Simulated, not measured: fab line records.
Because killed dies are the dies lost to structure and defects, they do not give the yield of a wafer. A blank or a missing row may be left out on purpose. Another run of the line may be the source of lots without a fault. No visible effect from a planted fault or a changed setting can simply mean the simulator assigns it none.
Comparing a struck lot with a sound one :: flow nand harc :: 15 steps out of a route of 1302
Sound: these wafers, L877.1, L877.2, L877.3. The struck wafers were L887.1, L887.2, L887.5. At the end, the cause is stated.
For every step that has rows: the tool of each side, followed by ch and its chambers, followed by its first start. Under that, the readings that differ: sound wafers :: struck wafers :: difference of the means :: sigmas: that difference in standard deviations of wafers without a fault.
alike: a reading whose means differ by less than 2 such deviations, as well as words and numbers matching on both sides. not compared: withheld readings; readings where some wafer has no value; bounds like >300 that might hide an equal value; numbers whose values overlap and for which the record gives no deviation.
The two part at a step that has a row with sigmas, a row that says differs or no value, or rows on one side only. Numbers that don't overlap but have no deviation are shown without sigmas and don't part them. Lack of a reading on every wafer of one side parts them only where that side has two or more wafers.

first, 2 steps without rows for these wafers: NHARC_A_DECK1_JOINT_ANNEAL_28 (time 1800 s); NHARC_A_DECK1_JOINT_ANNEAL_29 (time 1800 s).
NHARC_A_DECK1_JOINT_CMP_02: polishes SiOx.
  sound on cmp-01 ch 0,1,3, day 13 06:22; struck on cmp-02 ch 1,3, day 17 18:18
  alike: motor current A, slurry flow ml min
following that, these wafers have no rows for 1 step: NHARC_A_DECK1_JOINT_SRD_15.
NHARC_A_DECK1_JOINT_DEP_16: deposits SiO2, target thk 45 nm.
  sound on pecvd-01 ch 0,1,2, day 13 06:46; struck on pecvd-04 ch 0,1, day 17 18:41
reading: heater power w (W)
sound: 624 540 679
struck: 440 520 442
difference: -147
sigmas: -2
  alike: chamber pressure Torr, throttle valve pct
NHARC_A_DECK1_JOINT_THK_MEAS_17: measures by ellipsometry.
  sound: film metro-02 at day 13 07:02; struck: film metro-01 at day 17 18:58
  alike: thk nm
NHARC_A_DECK1_JOINT_INSPECT_05:
  sound: defect inspect-01 at day 13 07:04; struck: defect inspect-02 at day 17 19:01
  alike: raw defect count
then, 1 step without rows for these wafers: NHARC_A_ONON_D2_DEP_00 (target thk 1000 nm).
NHARC_A_ONON_D2_THK_MEAS_02: measures by ellipsometry.
  sound: film metro-02 at day 13 07:43; struck: film metro-01 at day 17 19:35
  alike: thk nm
then, 1 step without rows for these wafers: NHARC_A_ONON_D2_DEP_03 (target thk 1000 nm).
NHARC_A_ONON_D2_THK_MEAS_05: measures by ellipsometry.
  sound: film metro-01 at day 13 08:19; struck: film metro-01 at day 17 20:09
  alike: thk nm
NHARC_A_ONON_D2_DEP_06: target thk 1000 nm.
  sound on pecvd onon-01 ch 0, day 13 08:22; struck on pecvd onon-01 ch 0, day 17 20:13
  alike: nh3 flow sccm
NHARC_A_ONON_D2_THK_MEAS_08: measures by ellipsometry.
  sound: film metro-01 at day 13 08:53; struck: film metro-02 at day 17 20:43
reading: thk nm (nm)
sound: 1001 1002 1001
struck: 1514 1515 1514
difference: +513
sigmas: +63
then, 1 step without rows for these wafers: NHARC_A_ONON_D2_DEP_09 (target thk 1000 nm).
-- the record jumps here: 13 days lie between the struck wafers' starts before and after (it left off in module A_ONON_D2 and takes up again in module END, whose first step shown is number 1302 of the route) --
NHARC_END_SORT_01:
  at this point the record logs the struck wafers (prober-01 ch 0, day 31 02:34) and has no rows for the sound ones

== WHERE THEY PART ==
Last at NHARC_END_SORT_01 as far as this record goes, first at NHARC_A_DECK1_JOINT_DEP_16.

WHY: what had been put in by the simulator
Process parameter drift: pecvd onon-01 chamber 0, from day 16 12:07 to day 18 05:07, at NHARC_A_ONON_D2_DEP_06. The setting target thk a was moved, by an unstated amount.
